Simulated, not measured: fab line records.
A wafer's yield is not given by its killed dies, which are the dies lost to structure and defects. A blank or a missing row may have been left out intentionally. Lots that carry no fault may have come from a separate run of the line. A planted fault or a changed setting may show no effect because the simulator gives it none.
fab line records	flow nand-harc	part 1 of 2: steps 1 to 28 of 33
record: lots: 5	wafers: 15	last-day: 24
route steps=1159 shown A_CONTACT@910
lots with no fault: from the same line, run without faults
start-h: start of the lot's first displayed wafer, in hours after the record's first day	wait-h: hours since the lot's step before	" same as the row above	L1.1+2: one row covering several wafers at once	- no value present, or no start provided	* or withheld: withheld	< > ~ a bound
route shown NAME@n: a module of which the file shows steps, and the number in the route of the first	usual: mean/standard deviation taken from wafers without a fault	same: alike in all rows	chamber/n: place in a boat	sites: each site's reading	_std_site: standard deviation across them	_edge_site: inner sites' mean taken away from outer sites' mean	radius-mm: how far each site lies from the wafer's centre	mask NAME#n: copy n	behind: tool/chamber where the wafer was last shaped	hold: what put the lot on hold/how long, in hours/how the hold closed	device: the transistor (n, p or np) that didn't switch	end of line: at the end of the route, the tests of the same wafers	a step without rows: its recipe alone	killed: dies lost to structure and defects at the first sort, not the wafer's yield	map: dies across one wafer; x = killed, . = not, _ = none there
set.NAME: setting as actually run; set.NAME@STEP: the setting as run at that earlier step	model.NAME: the simulator's own value behind a step, which no gauge read
lots seen at some steps along the route; tables by step, rows by wafer
services: the hour from which a tool's chamber was out of use, counted from the record's first day as start-h (under 0 if before that day), plus the number of hours and why
== steps ==
step: NHARC_A_CONTACT_ETCH_130
recipe: source-w: withheld	pressure-mtorr: 20	bias-v: 1200	time-s: 155	target-depth-a: 9560	ar-flow-sccm: withheld	c4f8-flow-sccm: withheld	o2-flow-sccm: withheld	chemistry: C4F8/O2/Ar
lot.wafer	tool	chamber	start-h	wait-h	rf-hours-counter-h
L078.1	har-cap-etch-01	0	423.37	0.1	64
L078.5	"	1	"	"	-
L078.6	"	0	"	"	-
L081.1	har-cap-etch-02	0	425.06	0.1	16
L081.3	"	1	"	"	-
L081.6	"	1	"	"	-
L088.2	har-cap-etch-01	1	451.21	0.1	70
L088.1	"	0	"	"	70
L088.3	"	1	"	"	-
L086.2	har-cap-etch-03	0	462.65	0.2	98
L086.3	"	1	"	"	-
L086.6	"	0	"	"	-
L095.1	har-cap-etch-03	1	504.44	0.1	107
L095.2	"	0	"	"	107
L095.4	"	1	"	"	-
step: NHARC_A_CONTACT_ETCH_131
recipe: source-w: withheld	pressure-mtorr: 20	bias-v: 1200	time-s: 155	target-depth-a: 9560	ar-flow-sccm: withheld	c4f8-flow-sccm: withheld	o2-flow-sccm: withheld	chemistry: C4F8/O2/Ar
lot.wafer	tool	chamber	start-h	wait-h	rf-hours-counter-h
L078.1	har-cap-etch-01	0	423.52	0.1	64
L078.5	"	1	"	"	-
L078.6	"	0	"	"	-
L081.1	har-cap-etch-02	0	425.20	0.1	16
L081.3	"	1	"	"	-
L081.6	"	1	"	"	-
L088.2	har-cap-etch-01	1	451.36	0.1	71
L088.1	"	0	"	"	71
L088.3	"	1	"	"	-
L086.2	har-cap-etch-03	0	462.83	0.2	98
L086.3	"	1	"	"	-
L086.6	"	0	"	"	-
L095.1	har-cap-etch-03	1	504.59	0.1	107
L095.2	"	0	"	"	107
L095.4	"	1	"	"	-
step: NHARC_A_CONTACT_ETCH_132
recipe: source-w: withheld	pressure-mtorr: 20	bias-v: 1200	time-s: 156	target-depth-a: 9580	ar-flow-sccm: withheld	c4f8-flow-sccm: withheld	o2-flow-sccm: withheld	chemistry: C4F8/O2/Ar
lot.wafer	tool	chamber	start-h	wait-h	rf-hours-counter-h
L078.1	har-cap-etch-01	0	423.66	0.1	64
L078.5	"	1	"	"	-
L078.6	"	0	"	"	-
L081.1	har-cap-etch-02	0	425.35	0.1	17
L081.3	"	1	"	"	-
L081.6	"	1	"	"	-
L088.2	har-cap-etch-01	1	451.50	0.1	71
L088.1	"	0	"	"	71
L088.3	"	1	"	"	-
L086.2	har-cap-etch-03	0	463.02	0.2	98
L086.3	"	1	"	"	-
L086.6	"	0	"	"	-
L095.1	har-cap-etch-03	1	504.73	0.1	107
L095.2	"	0	"	"	107
L095.4	"	1	"	"	-
step: NHARC_A_CONTACT_ETCH_133
recipe: source-w: withheld	pressure-mtorr: 20	bias-v: 400	time-s: 195	target-depth-a: 8400	ar-flow-sccm: withheld	c4f8-flow-sccm: 11.5	o2-flow-sccm: 7.2	chemistry: C4F8/O2/Ar
lot.wafer	tool	chamber	start-h	wait-h	rf-hours-counter-h
L078.1	har-cap-etch-01	0	423.82	0.1	64
L078.5	"	1	"	"	-
L078.6	"	0	"	"	-
L081.1	har-cap-etch-02	0	425.51	0.1	17
L081.3	"	1	"	"	-
L081.6	"	1	"	"	-
L088.2	har-cap-etch-01	1	451.64	0.1	71
L088.1	"	0	"	"	71
L088.3	"	1	"	"	-
L086.2	har-cap-etch-03	0	463.21	0.2	98
L086.3	"	1	"	"	-
L086.6	"	0	"	"	-
L095.1	har-cap-etch-03	1	504.87	0.1	107
L095.2	"	0	"	"	107
L095.4	"	1	"	"	-
step: NHARC_A_CONTACT_ETCH_91
recipe: target-depth-a: 400	over-etch-frac: 0.5	time-s: 85.7	ion-energy-ev: 120	ch3f-flow-sccm: 50	o2-flow-sccm: 30	ar-flow-sccm: 200	rf-w: 500	bias-w: 100	chemistry: CH3F/O2
usual: drypump-motor-current-A: 5.83/0.28	oes-product-au: 0.938/0.027	rf-vpp-V: 244.2/1.7	showerhead-plenum-p-Torr: 2.45/0.12	throttle-valve-pct: 20.663/0.0096
lot.wafer	tool	chamber	start-h	wait-h	drypump-motor-current-A	oes-product-au	rf-hours-counter-h	rf-vpp-V	showerhead-plenum-p-Torr	throttle-valve-pct
L078.1	rie-diel-09	0	424.37	0.5	5.76	0.913	30	244.0	2.33	20.667
L078.6	"	2	"	"	6.03	0.905	-	241.9	2.27	20.669
L078.5	"	3	"	"	6.10	0.938	-	244.1	2.49	20.664
L081.3	rie-diel-02	3	426.05	0.4	6.47	0.919	31	246.7	2.65	20.667
L081.1	"	1	"	"	5.10	0.934	35	245.8	2.65	20.654
L081.6	"	3	"	"	6.46	0.928	-	247.4	2.65	20.663
L088.1	rie-diel-03	1	452.21	0.5	5.65	0.921	21	244.1	2.45	20.657
L088.3	"	3	"	"	5.75	0.927	21	242.0	2.33	20.664
L088.2	"	0	"	"	5.85	0.914	21	243.7	2.43	20.663
L086.3	rie-diel-09	1	463.87	0.4	5.47	0.925	5	241.3	2.32	20.670
L086.2	"	3	"	"	6.09	0.916	4	245.3	2.49	20.668
L086.6	"	2	"	"	6.03	0.925	-	246.8	2.66	20.650
L095.2	rie-diel-03	3	505.45	0.5	5.71	0.933	39	243.4	2.33	20.656
L095.4	"	0	"	"	5.86	0.918	39	242.1	2.43	20.674
L095.1	"	1	"	"	5.64	0.928	42	243.9	2.45	20.658
step: NHARC_A_CONTACT_ETCH_97
recipe: target-depth-a: 200	over-etch-frac: 0.5	time-s: 10	ion-energy-ev: 250	c4f6-flow-sccm: 25	o2-flow-sccm: 20	ar-flow-sccm: 500	rf-w: 600	bias-w: 500	chemistry: C4F6/O2
usual: drypump-motor-current-A: 5.83/0.28	oes-product-au: 0.960/0.023	rf-vpp-V: 546/3.6	showerhead-plenum-p-Torr: 3.91/0.17	throttle-valve-pct: 26.903/0.009
lot.wafer	tool	chamber	start-h	wait-h	drypump-motor-current-A	oes-product-au	rf-hours-counter-h	rf-vpp-V	showerhead-plenum-p-Torr	throttle-valve-pct
L078.1	rie-diel-09	2	-	-	6.06	0.935	29	541	3.64	26.897
L078.6	"	3	"	"	6.11	0.957	-	547	3.97	26.911
L078.5	"	0	"	"	5.82	0.935	-	542	3.73	26.915
L081.1	rie-diel-02	1	-	-	5.07	0.956	35	553	4.20	26.905
L081.3	"	2	"	"	5.67	0.980	32	545	3.80	26.898
L081.6	"	1	"	"	5.07	0.953	-	554	4.21	26.896
L088.1	rie-diel-03	3	-	-	5.71	0.963	21	542	3.74	26.901
L088.2	"	1	"	"	5.66	0.955	21	546	3.92	26.902
L088.3	"	2	"	"	5.89	0.966	20	549	4.03	26.887
L086.2	rie-diel-09	1	-	-	5.46	0.948	5	543	3.71	26.897
L086.3	"	0	"	"	5.78	0.938	5	542	3.73	26.898
L086.6	"	2	"	"	6.02	0.950	-	554	4.22	26.894
L095.2	rie-diel-03	3	-	-	5.72	0.965	39	542	3.73	26.907
L095.4	"	0	"	"	5.90	0.930	39	546	3.87	26.898
L095.1	"	1	"	"	5.66	0.932	42	547	3.90	26.914
step: NHARC_A_CONTACT_CD_MEAS_80
usual: cd-nm: 189.7/0.8
lot.wafer	tool	chamber	start-h	wait-h	cd-nm
L078.1	cd-sem-02	-	424.56	-	191.1
L078.5	"	-	"	"	191.1
L078.6	"	-	"	"	190.7
L081.1	cd-sem-02	-	426.25	-	189.8
L081.3	"	-	"	"	191.3
L081.6	"	-	"	"	190.4
L088.1	cd-sem-03	-	452.42	-	189.4
L088.2	"	-	"	"	189.3
L088.3	"	-	"	"	190.5
L086.2	cd-sem-03	-	464.09	-	190.1
L086.3	"	-	"	"	189.0
L086.6	"	-	"	"	189.6
L095.1	cd-sem-01	-	505.65	-	188.6
L095.2	"	-	"	"	189.8
L095.4	"	-	"	"	188.3
step: NHARC_A_CONTACT_STRIP_103
recipe: n2-flow-sccm: 150	h2-flow-sccm: 150	ar-flow-sccm: 0	bias-w: 0	chemistry: N2/H2
lot.wafer	tool	chamber	start-h	wait-h
L078.1+6+5	rie-diel-09	2,3,0	424.67	0.1
L081.3+1+6	rie-diel-02	0,2,0	426.33	0.1
L088.1+2+3	rie-diel-09	0,2,3	452.50	0.1
L086.2+3+6	rie-diel-03	3,0,2	464.18	0.1
L095.4+2+1	rie-diel-03	3,1,2	505.73	0.1
step: NHARC_A_CONTACT_STRIP_104
recipe: cf4-flow-sccm: 100	chf3-flow-sccm: 30	ar-flow-sccm: 0	bias-w: 0	chemistry: CF4/CHF3
lot.wafer	tool	chamber	start-h	wait-h
L078.1+6+5	rie-diel-09	1,0,1	424.74	0.1
L081.1+3+6	rie-diel-02	3,1,2	426.42	0.1
L088.1+3+2	rie-diel-09	3,0,1	452.59	0.1
L086.3+2+6	rie-diel-03	0,2,0	464.26	0.1
L095.2+4+1	rie-diel-03	3,0,1	505.82	0.1
step: NHARC_A_CONTACT_STRIP_105
recipe: o2-flow-sccm: 400	cos-flow-sccm: 20	ar-flow-sccm: 0	bias-w: 0	chemistry: O2/COS
lot.wafer	tool	chamber	start-h	wait-h
L078.1+6+5	rie-diel-09	2,0,1	424.81	0.1
L081.1+3+6	rie-diel-02	0,3,1	426.54	0.1
L088.3+2+1	rie-diel-09	0,2,3	452.66	0.1
L086.3+2+6	rie-diel-03	3,1,0	464.32	0.1
L095.1+2+4	rie-diel-03	1,2,3	505.88	0.1
step: NHARC_A_CONTACT_ETCH_106
recipe: target-depth-a: 600	overetch-a: 60	time-s: 33	ion-energy-ev: 100	cf4-flow-sccm: 80	o2-flow-sccm: 20	ar-flow-sccm: 0	rf-w: 300	bias-w: 100	chemistry: CF4/O2
usual: drypump-motor-current-A: 5.8/0.33	oes-product-au: 1.000/0.0094	rf-vpp-V: 197.7/1.5	showerhead-plenum-p-Torr: 1.33/0.066	throttle-valve-pct: 13.398/0.0088
lot.wafer	tool	chamber	start-h	wait-h	drypump-motor-current-A	oes-product-au	rf-hours-counter-h	rf-vpp-V	showerhead-plenum-p-Torr	throttle-valve-pct
L078.1	rie-diel-09	1	425.00	0.2	5.5	0.999	28	197.1	1.26	13.372
L078.6	"	2	"	"	6.0	0.987	-	196.7	1.23	13.402
L078.5	"	3	"	"	6.1	1.006	-	198.6	1.35	13.379
L081.3	rie-diel-02	1	426.61	0.1	5.1	1.024	35	199.9	1.44	13.383
L081.1	"	3	"	"	6.5	1.006	31	200.8	1.44	13.391
L081.6	"	0	"	"	6.3	1.003	-	197.2	1.29	13.406
L088.2	rie-diel-09	1	452.73	0.1	5.5	0.995	2	194.6	1.26	13.389
L088.1	"	2	"	"	6.0	0.991	2	201.7	1.45	13.396
L088.3	"	3	"	"	6.1	1.000	2	198.3	1.35	13.413
L086.3	rie-diel-03	3	464.38	0.1	5.7	1.012	26	195.1	1.27	13.404
L086.2	"	0	"	"	5.9	0.991	27	197.8	1.32	13.397
L086.6	"	0	"	"	5.9	0.991	-	198.3	1.32	13.416
L095.1	rie-diel-03	2	505.94	0.1	5.9	1.001	40	198.9	1.37	13.389
L095.4	"	3	"	"	5.7	1.011	39	196.7	1.26	13.398
L095.2	"	1	"	"	5.6	0.992	42	196.1	1.33	13.396
step: NHARC_A_CONTACT_STRIP_82
recipe: o2-flow-sccm: 500	ar-flow-sccm: 0	bias-w: 0	chemistry: O2
usual: drypump-motor-current-A: 5.8/0.33	oes-product-au: 1.000/0.0088	rf-vpp-V: 57.8/0.89	showerhead-plenum-p-Torr: 3.52/0.16	throttle-valve-pct: 17.036/0.01
lot.wafer	tool	chamber	start-h	wait-h	drypump-motor-current-A	oes-product-au	rf-hours-counter-h	rf-vpp-V	showerhead-plenum-p-Torr	throttle-valve-pct
L078.1	rie-diel-09	2	-	-	6.0	0.984	29	58.1	3.27	17.031
L078.5	"	0	"	"	5.8	1.006	-	57.3	3.35	17.053
L078.6	"	1	"	"	5.5	1.002	-	57.7	3.34	17.027
L081.1	rie-diel-02	0	-	-	6.3	0.992	34	58.1	3.41	17.032
L081.3	"	1	"	"	5.1	1.002	35	58.8	3.79	17.037
L081.6	"	0	"	"	6.3	0.990	-	57.5	3.41	17.034
L088.3	rie-diel-09	3	-	-	6.1	0.997	2	58.1	3.57	17.038
L088.1	"	0	"	"	5.8	1.001	3	57.0	3.35	17.053
L088.2	"	2	"	"	6.0	0.987	2	55.3	3.81	17.042
L086.2	rie-diel-03	3	-	-	5.7	1.010	26	57.7	3.35	17.031
L086.3	"	1	"	"	5.7	0.998	27	58.2	3.52	17.039
L086.6	"	0	"	"	5.9	1.000	-	55.9	3.49	17.033
L095.4	rie-diel-03	0	-	-	5.9	0.998	39	59.1	3.48	17.050
L095.1	"	2	"	"	5.9	1.018	40	59.0	3.62	17.044
L095.2	"	3	"	"	5.7	1.021	39	58.4	3.35	17.036
step: NHARC_A_CONTACT_STRIP_83
recipe: time-s: 600	temp-c: 30	chemistry: post-etch-residue-remover
lot.wafer	tool	chamber	start-h	wait-h
L078.1+5+6	wet-bench-05	1,2,5	425.37	-
L081.6+1+3	wet-bench-07	3,5,6	427.00	-
L088.2+3+1	wet-bench-05	4,7,1	453.30	-
L086.3+2+6	wet-bench-04	1,2,5	464.76	-
L095.1+4+2	wet-bench-04	2,3,6	506.38	-
step: NHARC_A_CONTACT_DEP_84
recipe: target-thk-a: 20000	temp-c: 400	material: aC
usual: throttle-valve-pct: 35.001/0.0083
lot.wafer	tool	chamber	start-h	wait-h	throttle-valve-pct
L078.1	acl-dep-03	0	425.64	-	34.993
L078.5	"	0	"	"	34.990
L078.6	"	0	"	"	34.996
L081.1	acl-dep-02	0	428.13	-	34.983
L081.3	"	0	"	"	35.002
L081.6	"	0	"	"	35.003
L088.1	acl-dep-01	0	453.57	-	34.993
L088.2	"	0	"	"	34.998
L088.3	"	0	"	"	34.989
L086.2	acl-dep-02	0	465.56	-	34.994
L086.3	"	0	"	"	34.999
L086.6	"	0	"	"	34.999
L095.1	acl-dep-02	0	506.65	-	34.981
L095.2	"	0	"	"	34.996
L095.4	"	0	"	"	35.015
step: NHARC_A_CONTACT_DEP_85
recipe: target-thk-a: 500	target-thk-nm: 50	temp-c: 400	pressure-torr: 3.5	flow-sccm: 200	rf-w: 350	material: SiON
usual: heater-power-w: 760/94
lot.wafer	tool	chamber	start-h	wait-h	heater-power-w	since-wet-clean-h
L078.1	pecvd-03	1	426.96	1.1	646	122
L078.5	"	2	"	"	589	-
L078.6	"	1	"	"	651	-
L081.1	pecvd-03	1	429.53	1.2	751	124
L081.3	"	2	"	"	564	124
L081.6	"	0	"	"	859	-
L088.3	pecvd-01	2	454.85	0.6	724	24
L088.1	"	0	"	"	775	24
L088.2	"	1	"	"	727	24
L086.2	pecvd-04	0	466.63	0.9	682	77
L086.3	"	1	"	"	758	77
L086.6	"	1	"	"	732	-
L095.1	pecvd-04	0	507.92	1.1	735	118
L095.2	"	2	"	"	879	119
L095.4	"	1	"	"	742	-
step: NHARC_A_CONTACT_DEHYDRATE_00
recipe: temp-c: 150	time-s: 120
lot.wafer	tool	chamber	start-h	wait-h
L078.1+5+6	litho-track-01	0	427.17	0.2
L081.1+3+6	litho-track-06	0	429.76	0.2
L088.1+2+3	litho-track-04	0	455.12	0.2
L086.2+3+6	litho-track-06	0	466.90	0.2
L095.1+2+4	litho-track-06	0	508.19	0.2
step: NHARC_A_CONTACT_HMDS_01
recipe: time-s: 30
lot.wafer	tool	chamber	start-h	wait-h
L078.1+5+6	litho-track-01	0	-	-
L081.1+3+6	litho-track-06	0	-	-
L088.1+2+3	litho-track-04	0	-	-
L086.2+3+6	litho-track-06	0	-	-
L095.1+2+4	litho-track-06	0	-	-
step: NHARC_A_CONTACT_COAT_86
recipe: temp-c: 260	time-s: 75
lot.wafer	tool	chamber	start-h	wait-h
L078.1+5+6	litho-track-01	0	-	-
L081.1+3+6	litho-track-06	0	-	-
L088.1+2+3	litho-track-04	0	-	-
L086.2+3+6	litho-track-06	0	-	-
L095.1+2+4	litho-track-06	0	-	-
step: NHARC_A_CONTACT_COAT_87
recipe: temp-c: 225	time-s: 65
lot.wafer	tool	chamber	start-h	wait-h
L078.1+5+6	litho-track-01	0	-	-
L081.1+3+6	litho-track-06	0	-	-
L088.1+2+3	litho-track-04	0	-	-
L086.2+3+6	litho-track-06	0	-	-
L095.1+2+4	litho-track-06	0	-	-
step: NHARC_A_CONTACT_COAT_02
recipe: spin-rpm: 1500	resist-thk-nm: 90
lot.wafer	tool	chamber	start-h	wait-h
L078.1+5+6	litho-track-01	0	-	-
L081.1+3+6	litho-track-06	0	-	-
L088.1+2+3	litho-track-04	0	-	-
L086.2+3+6	litho-track-06	0	-	-
L095.1+2+4	litho-track-06	0	-	-
step: NHARC_A_CONTACT_SOFTBAKE_03
recipe: temp-c: 105	time-s: 55
lot.wafer	tool	chamber	start-h	wait-h
L078.1+5+6	litho-track-01	0	-	-
L081.1+3+6	litho-track-06	0	-	-
L088.1+2+3	litho-track-04	0	-	-
L086.2+3+6	litho-track-06	0	-	-
L095.1+2+4	litho-track-06	0	-	-
step: NHARC_A_CONTACT_EBR_04
lot.wafer	tool	chamber	start-h	wait-h
L078.1+5+6	litho-track-01	0	-	-
L081.1+3+6	litho-track-06	0	-	-
L088.1+2+3	litho-track-04	0	-	-
L086.2+3+6	litho-track-06	0	-	-
L095.1+2+4	litho-track-06	0	-	-
step: NHARC_A_CONTACT_EXPOSE_05
recipe: na: 1.35	sigma-outer: 0.8	dose-mj: 84.24	mask-id: A_CC
lot.wafer	tool	chamber	start-h	wait-h	mask
L078.1+5+6	arfi-scanner-01	0	427.48	-	A_CC#0
L081.1+3+6	arfi-scanner-01	0	429.95	-	A_CC#0
L088.1+2+3	arfi-scanner-03	0	455.44	-	A_CC#0
L086.2+3+6	arfi-scanner-02	0	467.22	-	A_CC#0
L095.1+2+4	arfi-scanner-03	0	508.38	-	A_CC#0
step: NHARC_A_CONTACT_PEB_06
recipe: peb-temp-c: 100	peb-time-s: 65
lot.wafer	tool	chamber	start-h	wait-h
L078.1+5+6	litho-track-06	0	427.54	0.1
L081.1+3+6	litho-track-01	0	430.01	0.1
L088.1+2+3	litho-track-01	0	455.50	0.1
L086.2+3+6	litho-track-04	0	467.28	0.1
L095.1+2+4	litho-track-04	0	508.44	0.1
step: NHARC_A_CONTACT_DEVELOP_07
recipe: develop-time-s: 35	dev-temp-c: 23
lot.wafer	tool	chamber	start-h	wait-h
L078.1+5+6	litho-track-06	0	-	-
L081.1+3+6	litho-track-01	0	-	-
L088.1+2+3	litho-track-01	0	-	-
L086.2+3+6	litho-track-04	0	-	-
L095.1+2+4	litho-track-04	0	-	-
step: NHARC_A_CONTACT_CD_MEAS_08
recipe: target-cd-nm: 100	landing-energy-ev: 500
usual: cd-nm: 100.0/0.49
lot.wafer	tool	chamber	start-h	wait-h	cd-nm
L078.1	cd-sem-03	0	427.62	-	100.2
L078.5	"	0	"	"	99.9
L078.6	"	0	"	"	100.4
L081.1	cd-sem-01	0	430.09	-	100.0
L081.3	"	0	"	"	99.9
L081.6	"	0	"	"	99.9
L088.1	cd-sem-03	0	455.57	-	100.4
L088.2	"	0	"	"	99.4
L088.3	"	0	"	"	99.5
L086.2	cd-sem-03	0	467.36	-	99.5
L086.3	"	0	"	"	99.4
L086.6	"	0	"	"	99.6
L095.1	cd-sem-03	0	508.52	-	99.8
L095.2	"	0	"	"	100.0
L095.4	"	0	"	"	99.3
step: NHARC_A_CONTACT_OVL_MEAS_09
usual: overlay-x-nm: 0.2/0.77	overlay-y-nm: 0.3/0.66
lot.wafer	tool	chamber	start-h	wait-h	overlay-x-nm	overlay-y-nm
L078.1	overlay-01	-	427.71	-	0.0	0.6
L078.5	"	-	"	"	0.2	0.7
L078.6	"	-	"	"	-0.6	0.8
L081.1	overlay-01	-	430.17	-	0.2	-0.6
L081.3	"	-	"	"	0.6	-1.0
L081.6	"	-	"	"	0.4	-0.7
L088.1	overlay-02	-	455.66	-	0.0	0.5
L088.2	"	-	"	"	-0.5	0.2
L088.3	"	-	"	"	-0.1	-0.4
L086.2	overlay-02	-	467.45	-	0.2	-0.3
L086.3	"	-	"	"	0.3	0.3
L086.6	"	-	"	"	-0.2	0.3
L095.1	overlay-02	-	508.61	-	1.6	0.1
L095.2	"	-	"	"	1.3	-0.2
L095.4	"	-	"	"	1.7	0.6
step: NHARC_A_CONTACT_INSPECT_10
usual: raw-defect-count: 31/17
lot.wafer	tool	chamber	start-h	wait-h	raw-defect-count
L078.1	defect-inspect-01	-	427.75	0.0	24
L078.5	"	-	"	"	16
L078.6	"	-	"	"	20
L081.1	defect-inspect-02	-	430.21	0.0	18
L081.3	"	-	"	"	26
L081.6	"	-	"	"	28
L088.1	defect-inspect-01	-	455.70	0.0	82
L088.2	"	-	"	"	47
L088.3	"	-	"	"	60
L086.2	defect-inspect-02	-	467.48	0.0	38
L086.3	"	-	"	"	34
L086.6	"	-	"	"	32
L095.1	defect-inspect-01	-	508.64	0.0	40
L095.2	"	-	"	"	37
L095.4	"	-	"	"	35
